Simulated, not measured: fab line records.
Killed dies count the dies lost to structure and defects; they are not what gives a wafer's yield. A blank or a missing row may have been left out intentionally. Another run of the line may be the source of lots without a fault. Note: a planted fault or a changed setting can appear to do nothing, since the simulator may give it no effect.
Which tool was responsible? | flow n5_finfet | Sampling: 11 lots, 30 wafers, 4 of 1938 route steps

WHAT EACH GAUGE READ, for each wafer
N5_BEOL_M9_INSPECT_58: inspects for defects (darkfield).
lot  | measured     | on                | raw_defect_count
L863 | day 10 17:01 | defect_inspect-01 | 91 68 65
L864 | day 10 22:41 | defect_inspect-02 | 46 85 75
L870 | day 11 18:02 | defect_inspect-01 | 58 71 37
L876 | day 13 23:43 | defect_inspect-02 | 99 108 141
L875 | day 14 00:18 | defect_inspect-02 | 77 70 54
L878 | day 14 11:22 | defect_inspect-02 | 88 98
L880 | day 14 15:13 | defect_inspect-02 | 74 104 103
L881 | day 14 17:42 | defect_inspect-02 | 90 91
L883 | day 16 00:15 | defect_inspect-01 | 58 68 72
L885 | day 16 04:11 | defect_inspect-01 | 66 38 51
L884 | day 16 08:22 | defect_inspect-02 | 41 35

EACH LOT AND THE TOOL THAT RAN IT (in order: tool; ch and the chambers of the sampled wafers; start)
lot  | N5_BEOL_M9_VIA_ETCH_34             | N5_BEOL_M9_CVD_78                | N5_BEOL_M9_SPUTTER_48
L863 | rie_diel-03 ch 0,1, day 10 13:44   | cvd_co-02 ch 0,2, day 10 15:43   | pvd_sputter-02, day 10 16:02
L864 | rie_diel-04 ch 0,2,3, day 10 19:32 | cvd_co-02 ch 0,1,2, day 10 21:14 | pvd_sputter-01, day 10 21:25
L870 | rie_diel-03 ch 0,2, day 11 14:56   | cvd_co-02 ch 0,1, day 11 16:56   | pvd_sputter-01, day 11 17:02
L876 | rie_diel-03 ch 1,2,3, day 13 20:59 | cvd_co-01 ch 0,1, day 13 22:32   | pvd_sputter-02, day 13 22:44
L875 | rie_diel-03 ch 0,2,3, day 13 21:25 | cvd_co-01 ch 0,1,2, day 13 23:10 | pvd_sputter-02, day 13 23:19
L878 | rie_diel-03 ch 2,3, day 14 07:06   | cvd_co-02 ch 0,1, day 14 08:40   | pvd_sputter-03, day 14 10:23
L880 | rie_diel-04 ch 0,1,3, day 14 12:31 | cvd_co-01 ch 0,1,2, day 14 14:05 | pvd_sputter-03, day 14 14:14
L881 | rie_diel-04 ch 1,2, day 14 14:35   | cvd_co-02 ch 0,2, day 14 16:07   | pvd_sputter-02, day 14 16:11
L883 | rie_diel-03 ch 1,2,3, day 15 20:48 | cvd_co-02 ch 0,1,2, day 15 22:29 | pvd_sputter-03, day 15 22:40
L885 | rie_diel-03 ch 0,1,3, day 16 01:38 | cvd_co-02 ch 1,2, day 16 02:56   | pvd_sputter-01, day 16 03:05
L884 | rie_diel-02 ch 1,3, day 16 05:24   | cvd_co-02 ch 1,2, day 16 07:14   | pvd_sputter-02, day 16 07:23
- N5_BEOL_M9_VIA_ETCH_34: etches SiCOH lowk in C4F6/O2, target depth 182.4 nm, time 68.4 s.
- N5_BEOL_M9_CVD_78: deposits Co from CCTBA/H2, target thk 2 nm, time 138.9 s.
- N5_BEOL_M9_SPUTTER_48: material Cu, target thk 12 nm, time 2 s.

AS READ BY THE TOOLS THEMSELVES (means over the sampled wafers that have a number; for cases with no such wafer, the mark the record gives instead)
N5_BEOL_M9_VIA_ETCH_34.
lot  | tool        | C4F6_flow_sccm (sccm) | O2_flow_sccm (sccm) | drypump_motor_current_A (A) | oes_product_au (a.u.) | rf_vpp_V (V) | showerhead_plenum_p_Torr (Torr) | throttle_valve_pct (%)
L863 | rie_diel-03 | 10.00                 | 10.01               | 5.5                         | 0.79                  | 658          | 2.86                            | 21.19
L864 | rie_diel-04 | 9.99                  | 10.00               | 5.9                         | 0.87                  | 663          | 2.79                            | 20.94
L870 | rie_diel-03 | 10.00                 | 9.97                | 5.6                         | 0.78                  | 659          | 2.85                            | 21.03
L876 | rie_diel-03 | 10.00                 | 10.00               | 5.9                         | 0.81                  | 649          | 2.92                            | 20.96
L875 | rie_diel-03 | 10.01                 | 10.01               | 5.8                         | 0.76                  | 657          | 2.89                            | 21.14
L878 | rie_diel-03 | 10.04                 | 9.97                | 6.0                         | 0.79                  | 653          | 2.92                            | 21.02
L880 | rie_diel-04 | 9.95                  | 9.98                | 6.2                         | 0.79                  | 664          | 2.76                            | 21.00
L881 | rie_diel-04 | 10.00                 | 10.02               | 5.8                         | 0.82                  | 653          | 2.88                            | 20.88
L883 | rie_diel-03 | 10.01                 | 9.99                | 5.9                         | 0.80                  | 649          | 2.91                            | 20.99
L885 | rie_diel-03 | 9.98                  | 10.00               | 5.8                         | 0.77                  | 650          | 2.90                            | 21.17
L884 | rie_diel-02 | 10.04                 | 10.03               | 5.3                         | 0.75                  | 671          | 2.79                            | 20.81

N5_BEOL_M9_CVD_78.
lot  | tool      | chamber_pressure_Torr (Torr) | run_length_s (s)
L863 | cvd_co-02 | 30.05                        | 162.0
L864 | cvd_co-02 | 29.97                        | 162.0
L870 | cvd_co-02 | 30.01                        | 150.9
L876 | cvd_co-01 | 29.97                        | 161.6
L875 | cvd_co-01 | 29.98                        | 162.5
L878 | cvd_co-02 | 29.95                        | 161.8
L880 | cvd_co-01 | 29.98                        | 162.3
L881 | cvd_co-02 | 29.92                        | 162.1
L883 | cvd_co-02 | 30.00                        | 162.2
L885 | cvd_co-02 | 30.01                        | 162.1
L884 | cvd_co-02 | 30.03                        | 162.4

N5_BEOL_M9_SPUTTER_48.
lot  | tool           | cathode_dc_power_W (W) | chuck_gas_flow_sccm (sccm) | throttle_valve_pct (%)
L863 | pvd_sputter-02 | 25998                  | 1.30                       | 31.1
L864 | pvd_sputter-01 | 26005                  | 1.20                       | 30.2
L870 | pvd_sputter-01 | 26004                  | 1.29                       | 30.0
L876 | pvd_sputter-02 | 25998                  | 1.29                       | 30.6
L875 | pvd_sputter-02 | 26002                  | 1.30                       | 31.3
L878 | pvd_sputter-03 | 26000                  | 1.19                       | 30.9
L880 | pvd_sputter-03 | 25997                  | 1.24                       | 31.8
L881 | pvd_sputter-02 | 25998                  | 1.29                       | 30.1
L883 | pvd_sputter-03 | 25998                  | 1.27                       | 31.2
L885 | pvd_sputter-01 | 26002                  | 1.24                       | 30.0
L884 | pvd_sputter-02 | 25996                  | 1.19                       | 31.1

THE ANSWER, worked out from the rows above alone
Rule: what is usual is taken from the lots themselves. Put in order of their means at a reading, lots are off if they are a third of the lots or fewer, leave a main group of 4 or more, and stand apart from it by a gap of 3 or more times the standard deviation of the main group's means; of several such gaps the widest counts. A main group is skipped when, at the precision printed for the reading in the tables above, its means are all equal. A lot without any number at a reading at which 4 lots or more have one is off too. All remaining lots with rows at the step are treated as sound. First the gauges in route order, then the tools' own readings, where a lot's mean is used as printed above. The first step at which some lot is off is used, and at that step the reading that is off furthest; a lot without a number counts as furthest.
Off: L870 (N5_BEOL_M9_CVD_78, run_length_s). For the main group the mean is 162.1 s and the standard deviation 0.26.
A tool fits if, at that step or a process step before it, it ran every lot that is off, and no sound lot after the first of them. None of those tried fits.

WHAT THE SIMULATOR HAD PUT IN
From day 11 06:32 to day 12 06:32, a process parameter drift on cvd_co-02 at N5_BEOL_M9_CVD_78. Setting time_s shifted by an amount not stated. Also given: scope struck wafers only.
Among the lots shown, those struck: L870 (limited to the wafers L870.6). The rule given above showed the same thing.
